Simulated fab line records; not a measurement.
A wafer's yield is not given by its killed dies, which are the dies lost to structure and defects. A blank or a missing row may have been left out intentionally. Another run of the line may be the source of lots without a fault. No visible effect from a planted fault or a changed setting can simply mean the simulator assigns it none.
Struck lot and sound lot, side by side | flow n5-finfet | 39 out of 1938 route steps
Sound: these wafers, L731.1, L731.3, L731.5. Wafers struck: L732.1, L732.2, L732.4. The cause is named last.
At each step with rows: each side's tool, then ch and its chambers, then its first start. Under that, the readings that differ: sound wafers | struck wafers | difference of the means | sigmas: that difference in standard deviations of wafers without a fault.
alike: same words and numbers on both sides, and readings whose means sit less than 2 such deviations apart. not compared: any withheld reading, any reading some wafer has no value for, any bound like >300 that may hide the same value, and any number with overlapping values for which the record gives no deviation.
The two part at a step that has a row with sigmas, a row that says differs or no value, or rows on one side only. Numbers that don't overlap but have no deviation are shown without sigmas and don't part them. A reading that every wafer of one side lacks parts them only if that side has two wafers or more.

first, 9 steps without rows for these wafers: N5_STI_FIN_REVEAL_SRD_21 (time 30 s); N5_STI_FIN_REVEAL_OXIDATION_33 (chemistry O2 PLASMA REMOTE, time 20 s); N5_STI_FIN_REVEAL_CLEAN_19 (cleans in O3/DIW, time 120 s); N5_STI_FIN_REVEAL_SRD_23 (time 30 s); N5_STI_FIN_REVEAL_PRECLEAN_18 (cleans in SC2, time 45 s); N5_STI_FIN_REVEAL_SRD_28 (time 30 s); N5_DUMMY_GATE_PRECLEAN_00 (cleans in O3/DIW, time 60 s); N5_DUMMY_GATE_SRD_01 (time 30 s); N5_DUMMY_GATE_ALD_02 (deposits SiO2, target thk 2 nm, pulse time 1 s).
N5_DUMMY_GATE_CVD_03: deposits a-Si from SiH4, target thk 150 nm, time 8042 s.
  sound on lpcvd-02 ch 1/15,1/25,1/34, day 6 01:59; struck on lpcvd-01 ch 1/15,1/20,1/29, day 5 23:13
  no value came back on the struck wafers for spike-tc-bottom-C (C), spike-tc-centre-C (C); on the sound wafers spike-tc-bottom-C (C) reads 551.0 551.0 551.0
then, 3 steps without rows for these wafers: N5_DUMMY_GATE_PRECLEAN_46 (cleans in DIW, time 89.5 s); N5_DUMMY_GATE_SRD_47 (dry time 32 s); N5_DUMMY_GATE_CMP_04 (polishes a-Si).
N5_DUMMY_GATE_THK_MEAS_05:
  struck on film-metro-02, day 6 05:01; sound on film-metro-01, day 6 05:58
  reading     | sound          | struck      | difference | sigmas
  thk-nm (nm) | 73.0 74.3 72.3 | 2.0 2.0 2.0 | -71.2      | -42
then, 21 steps without rows for these wafers: N5_DUMMY_GATE_HM_DEP_06 (deposits SiNx from DCS/NH3, target thk 80 nm, time 5141 s); N5_DUMMY_GATE_PECVD_30 (deposits SiO2 from TEOS/O2, target thk 55 nm, time 10.8 s); N5_DUMMY_GATE_COAT_34 (time 60 s, resist thk 60 nm); N5_DUMMY_GATE_COAT_35 (time 60 s, resist thk 10 nm); N5_DUMMY_GATE_COAT_28 (time 60 s, resist thk 10 nm); N5_DUMMY_GATE_COAT_09 (resist thk 30 nm); N5_DUMMY_GATE_EBR_11; N5_DUMMY_GATE_SOFTBAKE_10 (time 60 s); N5_DUMMY_GATE_EXPOSE_12 (exposes mask GATE, target cd 25 nm); N5_DUMMY_GATE_PEB_13 (peb time 60 s); N5_DUMMY_GATE_DEVELOP_14 (develop time 30 s); N5_DUMMY_GATE_DESCUM_20 (chemistry O2, time 6.2 s); N5_DUMMY_GATE_ETCH_29 (etches underlayer in N2/H2, target depth 13 nm); N5_DUMMY_GATE_ETCH_36 (etches SiARC in CF4, target depth 13 nm); N5_DUMMY_GATE_ETCH_37 (etches SOC in N2/H2, target depth 60 nm, overetch 30 nm); N5_DUMMY_GATE_STRIP_38 (strips in N2/H2); N5_DUMMY_GATE_STRIP_39 (strips in N2/H2); N5_DUMMY_GATE_TRIM_49 (chemistry O2, time 29 s, target cd 14 nm); N5_DUMMY_GATE_STRIP_40 (strips in CF4); N5_DUMMY_GATE_ETCH_31 (etches SiO2 in C4F6/O2, target depth 82.5 nm, time 27.5 s); N5_DUMMY_GATE_STRIP_41 (strips in O2).
N5_DUMMY_GATE_ETCH_44: etches poly-Si in HBr/O2, stops on SiO2, target depth 127.5 nm.
  sound on rie-si-01 ch 1,2, day 6 17:40; struck on rie-si-02 ch 0,2,3, day 6 11:15
  reading                                | sound        | struck         | difference | sigmas
  model.DUMMY_GATE.feature-depth-nm (nm) | 73 74.2 72.2 | 75.8 75.6 76.6 | +2.9       |
  alike: drypump-motor-current-A, oes-product-au, throttle-valve-pct
  not compared: rf-hours-counter-h
N5_DUMMY_GATE_CD_MEAS_24: target cd 15 nm.
  struck on cd-sem-01, day 6 11:22; sound on cd-sem-01, day 6 17:47
  reading    | sound          | struck | difference                    | sigmas
  cd-nm (nm) | 15.6 14.8 14.6 | - - -  | no value on the struck wafers |
N5_BEOL_M4_RC_MEAS_101:
  the record has rows for the sound wafers here (prober-01 ch 0, day 11 09:29) and none for the struck ones
-- record jumps: 9 days separate the struck wafers' starts on either side; left off in module BEOL_M4, taken up again in module PASSIVATION, whose first shown step is the route's number 1936 --
N5_PASSIVATION_PROBE_49:
  record: rows for the struck wafers here (prober-02, day 15 12:47), none for the sound ones

WHERE THEY PART
First at N5_DUMMY_GATE_CVD_03; last, within this record, at N5_PASSIVATION_PROBE_49.

WHY: what had been put in by the simulator
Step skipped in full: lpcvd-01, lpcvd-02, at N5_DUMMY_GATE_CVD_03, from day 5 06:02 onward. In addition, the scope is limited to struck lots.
